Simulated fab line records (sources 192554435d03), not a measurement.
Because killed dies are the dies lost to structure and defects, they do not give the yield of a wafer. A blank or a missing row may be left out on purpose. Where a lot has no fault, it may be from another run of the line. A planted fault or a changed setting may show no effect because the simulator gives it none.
fab line records	flow n5_finfet
record lots=9	wafers=27	last_day=20
route steps=1938 shown BEOL_M1@811 BEOL_M4@1111
lots that met no fault: from a run of the same line without faults
start_h: start of the lot's first displayed wafer, in hours after the record's first day	wait_h: hours elapsed since this lot's preceding step	" repeats the value in the row above	L1.1+2: a row that stands for several wafers	- value missing, or start not given	* or withheld: withheld	< > ~ a bound
route shown NAME@n: NAME is a module with steps in the file, n the number in the route of the first one	usual: the fault-free wafers' mean and standard deviation	same: alike in all rows	chamber/n: place in a boat	sites: each site's reading	_std_site: the standard deviation of these	_edge_site: the outer-site mean with the inner-site mean subtracted	radius_mm: for every site, how far away it sits from the centre of the wafer	mask NAME#n: copy n	behind: tool/chamber where the wafer was last shaped	hold: cause of the lot's hold/its duration in hours/its outcome	device: transistor that didn't switch, given as n, p or np	end of line: tests run on the same wafers once the route is complete	a step with no rows: only its recipe	killed: not the wafer's yield, but the dies lost to structure and defects at the first sort	map: per-die view of a wafer (x killed, . not killed, _ where there is no die)
set.NAME: the setting as run; set.NAME@STEP: as run at that earlier step	model.NAME: the simulator's own value behind a step, which no gauge read
a sample of lots followed through the steps of the route, with each step as a table and each wafer as a row
services: from which hour (start_h, from the record's first day; less than 0 if before it) a tool's chamber was out of use, for how many hours, and why
## steps
# step N5_BEOL_M1_ALD_84
# recipe material=TaN	target_thk_a=*	temp_c=275	ald_precursor_family=PDMAT	ald_co_reactant=NH3	pressure_torr=3	carrier_flow_sccm=1500	pulse_time_s=2	purge_time_s=3	co_reactant_purge_time_s=2	co_reactant_pulse_time_s=3	ald_cycles=30	precursor_vessel_temp_c=75	precursor_vessel_pressure_torr=26.25	precursor_vessel_carrier_sccm=1000
# usual chamber_pressure_Torr=3.000/0.0065	heater_power_w=426/46
lot.wafer	tool	chamber	start_h	wait_h	chamber_pressure_Torr	heater_power_w	since_wet_clean_h
L157.1	ald_metal-04	3	149.39	0.0	2.999	435	4428
L157.2	"	0	"	"	2.995	370	4428
L157.5	"	2	"	"	3.000	370	-
L162.1	ald_metal-02	1	222.01	0.0	2.995	482	2962
L162.3	"	2	"	"	2.985	514	2962
L162.4	"	3	"	"	3.005	443	2962
L164.1	ald_metal-04	0	228.91	0.0	3.000	360	4507
L164.2	"	1	"	"	3.001	436	4507
L164.4	"	3	"	"	3.014	436	4507
L169.2	ald_metal-02	2	276.09	0.0	2.991	518	3016
L169.4	"	3	"	"	3.002	423	3016
L169.5	"	2	"	"	2.995	513	-
L173.1	ald_metal-04	0	283.62	0.0	3.002	379	4562
L173.3	"	1	"	"	2.996	439	4562
L173.5	"	3	"	"	2.999	434	-
L176.1	ald_metal-03	1	311.22	0.0	2.997	370	1513
L176.2	"	2	"	"	3.005	389	1513
L176.3	"	0	"	"	3.011	433	1513
L175.1	ald_metal-02	1	311.25	0.0	2.998	497	3051
L175.2	"	2	"	"	2.998	520	3051
L175.4	"	0	"	"	3.008	432	3051
L174.1	ald_metal-02	3	312.06	0.0	3.004	417	3052
L174.4	"	3	"	"	2.997	435	-
L174.5	"	1	"	"	2.998	486	-
L177.4	ald_metal-04	0	312.82	0.3	3.000	368	4591
L177.5	"	0	"	"	3.001	373	-
L177.6	"	3	"	"	2.993	446	-
# step N5_BEOL_M1_SPUTTER_90
# recipe material=Cu	target_thk_a=45	temp_c=-20	chamber_pressure_pa=0.07	power_w=withheld	time_s=8.29
# usual chamber_pressure_pa=0.07/0.00015	throttle_valve_pct=29.5/1
lot.wafer	tool	chamber	start_h	wait_h	chamber_pressure_pa	throttle_valve_pct
L157.1	pvd_sputter-01	-	151.15	0.1	0.07015	31.2
L157.2	"	-	"	"	0.0699	28.2
L157.5	"	-	"	"	0.0701	28.5
L162.1	pvd_sputter-01	-	223.62	0.1	0.07031	30.9
L162.3	"	-	"	"	0.06988	28.3
L162.4	"	-	"	"	0.06988	28.8
L164.1	pvd_sputter-01	-	230.53	0.1	0.06978	28.8
L164.2	"	-	"	"	0.06988	29.0
L164.4	"	-	"	"	0.06981	31.0
L169.2	pvd_sputter-03	-	277.93	0.1	0.07003	27.8
L169.4	"	-	"	"	0.0701	29.2
L169.5	"	-	"	"	0.0702	27.9
L173.1	pvd_sputter-03	-	285.29	0.1	0.07015	27.8
L173.3	"	-	"	"	0.07012	30.7
L173.5	"	-	"	"	0.07001	30.7
L176.1	pvd_sputter-01	-	312.77	0.1	0.06984	28.8
L176.2	"	-	"	"	0.07007	30.0
L176.3	"	-	"	"	0.06988	31.4
L175.1	pvd_sputter-02	-	312.79	0.1	0.07017	29.9
L175.2	"	-	"	"	0.06996	28.6
L175.4	"	-	"	"	0.07003	30.0
L174.1	pvd_sputter-03	-	313.67	0.1	0.07017	29.1
L174.4	"	-	"	"	0.06991	28.1
L174.5	"	-	"	"	0.0702	29.0
L177.4	pvd_sputter-01	-	314.93	0.1	0.06979	29.6
L177.5	"	-	"	"	0.06987	31.1
L177.6	"	-	"	"	0.06989	29.9
# step N5_BEOL_M1_SPUTTER_92
# recipe material=Cu	target_thk_a=45	temp_c=-20	chamber_pressure_pa=0.07	power_w=withheld	time_s=8.29
# usual chamber_pressure_pa=0.07001/0.00014	throttle_valve_pct=29.5/1
lot.wafer	tool	chamber	start_h	wait_h	chamber_pressure_pa	throttle_valve_pct
L157.1	pvd_sputter-01	-	151.37	0.1	0.07	31.0
L157.2	"	-	"	"	0.06993	28.3
L157.5	"	-	"	"	0.06979	28.6
L162.1	pvd_sputter-01	-	223.84	0.1	0.07009	31.1
L162.3	"	-	"	"	0.07003	28.3
L162.4	"	-	"	"	0.05219	33.4
L164.1	pvd_sputter-01	-	230.75	0.1	0.06994	28.3
L164.2	"	-	"	"	0.05209	33.6
L164.4	"	-	"	"	0.07023	31.0
L169.2	pvd_sputter-03	-	278.15	0.1	0.06999	28.1
L169.4	"	-	"	"	0.07003	29.5
L169.5	"	-	"	"	0.06995	27.9
L173.1	pvd_sputter-03	-	285.51	0.1	0.07015	27.9
L173.3	"	-	"	"	0.0699	30.5
L173.5	"	-	"	"	0.06975	31.1
L176.1	pvd_sputter-01	-	312.99	0.1	0.06991	28.9
L176.2	"	-	"	"	0.07007	29.9
L176.3	"	-	"	"	0.06993	31.1
L175.1	pvd_sputter-02	-	313.01	0.1	0.06992	29.9
L175.2	"	-	"	"	0.07018	28.8
L175.4	"	-	"	"	0.07012	30.2
L174.1	pvd_sputter-03	-	313.89	0.1	0.07005	28.9
L174.4	"	-	"	"	0.0703	27.7
L174.5	"	-	"	"	0.07024	29.0
L177.4	pvd_sputter-01	-	315.15	0.1	0.07001	29.9
L177.5	"	-	"	"	0.07008	30.8
L177.6	"	-	"	"	0.0699	29.9
# step N5_BEOL_M1_CMP_52
# recipe stop_on=SiOC	t_overpolish_s=6.8	down_force_psi=1	platen_rpm=50	clearing_platen_down_force_psi=1.5	clearing_platen_rpm=50	post_cmp_clean=cu_alkaline	target_thk_nm=40	clearing_platen_pad_velocity_m_s=0.99484	pad_velocity_m_s=0.99484
# usual barrier_field_endpoint_s=24.9/0.52	edge_zone_pressure_frac=1.000/0.0052	motor_current_A=6.1/0.58	overpolish_run_s=6.800/0.0091	time_to_endpoint_s=62.4/2.6
lot.wafer	tool	chamber	start_h	wait_h	barrier_field_endpoint_s	edge_zone_pressure_frac	motor_current_A	overpolish_run_s	time_to_endpoint_s
L157.1	cmp-03	2	152.35	0.3	25.1	1.006	6.5	6.802	62.6
L157.2	"	3	"	"	24.7	1.003	7.0	6.798	62.9
L157.5	"	1	"	"	26.3	0.993	9.0	6.794	64.7
L162.3	cmp-02	2	224.89	0.3	24.3	0.996	5.6	6.794	65.5
L162.4	"	3	"	"	24.7	0.998	5.5	6.784	66.5
L162.1	"	1	"	"	24.2	0.995	5.9	6.791	61.4
L164.2	cmp-02	0	231.68	0.2	24.6	1.001	5.9	6.793	61.4
L164.1	"	1	"	"	24.2	1.003	5.9	6.805	60.9
L164.4	"	3	"	"	25.4	0.999	5.6	6.799	62.4
L169.2	cmp-02	1	279.35	0.5	24.8	0.995	5.7	6.806	59.8
L169.4	"	2	"	"	25.8	0.996	5.8	6.787	64.3
L169.5	"	1	"	"	25.1	1.001	5.8	6.783	61.4
L173.3	cmp-02	0	286.44	0.2	24.5	1.003	5.9	6.805	65.0
L173.1	"	2	"	"	24.7	1.002	6.2	6.797	64.1
L173.5	"	0	"	"	24.4	0.998	5.6	6.795	63.6
L176.1	cmp-04	2	313.97	0.3	25.3	1.000	5.9	6.806	63.7
L176.3	"	3	"	"	25.1	1.003	6.3	6.809	64.1
L176.2	"	0	"	"	24.9	0.994	6.3	6.798	62.3
L175.1	cmp-03	0	314.19	0.3	24.4	1.010	6.4	6.789	59.8
L175.2	"	1	"	"	24.3	0.998	8.8	6.808	60.8
L175.4	"	3	"	"	25.0	0.998	6.7	6.812	59.9
L174.1	cmp-04	1	314.88	0.3	24.4	1.004	6.4	6.802	60.0
L174.4	"	2	"	"	25.0	1.000	5.7	6.797	62.2
L174.5	"	0	"	"	25.2	0.996	5.9	6.812	59.9
L177.4	cmp-04	3	316.15	0.2	25.1	0.988	6.1	6.797	61.2
L177.5	"	1	"	"	25.1	1.011	6.4	6.797	62.2
L177.6	"	2	"	"	25.3	1.000	6.1	6.800	61.6
# step N5_BEOL_M4_RC_MEAS_101
# usual DIBL_N=36.5/1.2	DIBL_P=36.5/1.6	IOFF_N=0.162/0.023	IOFF_P=0.221/0.03	ION_N=678/8	ION_P=466/6.3	SS_N=71.6/0.46	SS_P=73.3/0.57	VT_N=249.2/2.6	VT_P=-249/3.3
lot.wafer	tool	chamber	start_h	wait_h	DIBL_N[mV/V]	DIBL_P[mV/V]	IOFF_N[nA/um]	IOFF_P[nA/um]	ION_N[uA/um]	ION_P[uA/um]	SS_N[mV/dec]	SS_P[mV/dec]	VT_N[mV]	VT_P[mV]
L157.1	prober-02	0	235.17	0.0	34.9	33.9	0.131	0.212	674	468	71.7	72.4	250.3	-247
L157.2	"	0	"	"	35.4	32.9	0.129	0.198	664	456	71.5	72.3	253.1	-251
L157.5	"	0	"	"	36.6	34.1	0.145	0.216	668	469	72.1	72.4	250.4	-247
L162.1	prober-02	0	257.33	0.0	35.8	36.0	0.152	0.205	680	465	71.8	73.0	252.3	-252
L162.3	"	0	"	"	35.8	36.5	0.151	0.210	669	458	71.4	73.1	249.7	-250
L162.4	"	0	"	"	35.5	35.2	0.148	0.194	682	464	71.0	73.2	250.3	-252
L164.1	prober-01	0	266.00	0.0	34.8	35.7	0.142	0.203	668	463	71.2	72.7	250.4	-250
L164.2	"	0	"	"	38.3	39.0	0.199	0.261	684	465	72.4	74.4	245.0	-247
L164.4	"	0	"	"	37.4	37.6	0.173	0.230	665	458	72.0	73.6	249.0	-251
L169.2	prober-02	0	312.46	0.2	36.4	36.0	0.158	0.192	674	459	72.3	73.2	247.5	-252
L169.4	"	0	"	"	35.2	34.9	0.139	0.184	671	460	71.1	73.0	249.5	-252
L169.5	"	0	"	"	35.3	34.5	0.131	0.173	667	463	71.5	72.2	254.4	-253
L173.1	prober-02	0	324.15	0.0	38.8	39.4	0.225	0.302	700	475	72.1	74.0	243.9	-244
L173.3	"	0	"	"	36.4	36.0	0.173	0.244	682	471	71.6	72.6	246.0	-245
L173.5	"	0	"	"	38.4	38.4	0.204	0.288	687	479	71.8	74.0	246.0	-244
L176.1	prober-02	0	357.87	0.0	36.5	36.1	0.189	0.268	692	478	71.5	73.4	246.6	-241
L176.2	"	0	"	"	34.9	33.7	0.157	0.225	680	474	71.4	72.5	248.0	-245
L176.3	"	0	"	"	34.3	34.0	0.154	0.230	686	477	71.4	72.6	248.0	-246
L175.1	prober-02	0	361.53	0.0	37.5	37.2	0.169	0.210	675	462	72.1	73.1	250.7	-251
L175.2	"	0	"	"	37.1	36.5	0.147	0.203	669	462	72.0	72.9	251.4	-249
L175.4	"	0	"	"	35.6	34.3	0.125	0.176	668	459	70.9	73.2	253.9	-252
L174.1	prober-01	0	364.54	0.0	38.0	36.7	0.167	0.214	674	462	72.0	74.3	246.7	-249
L174.4	"	0	"	"	37.1	35.6	0.155	0.203	677	465	71.5	72.9	248.8	-250
L174.5	"	0	"	"	36.0	34.9	0.138	0.189	672	464	71.7	73.1	250.6	-249
L177.4	prober-02	0	367.87	0.5	38.1	38.1	0.181	0.251	678	468	72.3	74.5	248.3	-249
L177.5	"	0	"	"	37.7	36.9	0.170	0.233	691	469	72.2	74.4	249.1	-247
L177.6	"	0	"	"	39.2	38.9	0.206	0.258	690	463	72.1	73.9	245.9	-249
## services
tool	chamber	start_h	hours	kind
pvd_sputter-01	-	127.38	0.8	repair
cmp-04	-	136.81	1.7	repair
cmp-03	-	146.79	0.3	repair
cmp-04	-	149.20	4.0	pm
cmp-02	-	160.77	1.0	repair
ald_metal-02	-	170.32	2.8	pm
pvd_sputter-03	-	188.94	5.9	repair
cmp-03	-	194.05	0.8	repair
pvd_sputter-02	-	202.44	2.8	repair
cmp-02	-	204.15	0.5	repair
pvd_sputter-03	-	211.08	3.7	repair
cmp-04	-	211.44	3.1	repair
ald_metal-04	2	218.00	4.3	repair
ald_metal-03	1	220.55	14.1	repair
cmp-03	-	221.66	29.9	repair
ald_metal-03	-	224.35	0.4	repair
ald_metal-03	3	228.52	4.3	repair
ald_metal-04	2	257.00	28.1	repair
cmp-04	-	262.70	6.1	pm
cmp-03	-	267.28	4.0	pm
ald_metal-03	0	272.87	29.1	repair
cmp-03	-	278.94	23.6	repair
cmp-02	-	312.09	4.0	pm
cmp-02	-	316.09	-	consumable_replace:conditioner
## key
first_sign step=N5_BEOL_M1_SPUTTER_92	reading=chamber_pressure_pa	direction=down	sigmas=99+	usual=0.07001	struck=0.05214
effect step=N5_BEOL_M1_SPUTTER_92	reading=throttle_valve_pct	direction=up	sigmas=3.8	usual=*	struck=*
met_at N5_BEOL_M1_SPUTTER_92
struck_lots L162,L164
struck_wafers L162.4,L164.2
not_acting_at N5_BEOL_M1_ALD_84,N5_BEOL_M1_SPUTTER_90,N5_BEOL_M1_CMP_52
fault kind=process_parameter_drift	tool=pvd_sputter-01	chamber=-	onset_h=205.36	steps=N5_BEOL_M1_SPUTTER_92	channel=chamber_pressure_pa	offset=-0.017894	shape=step	end_h=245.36	acts_in=these_recipes_only	stated=0.07	scope=struck_wafers_only
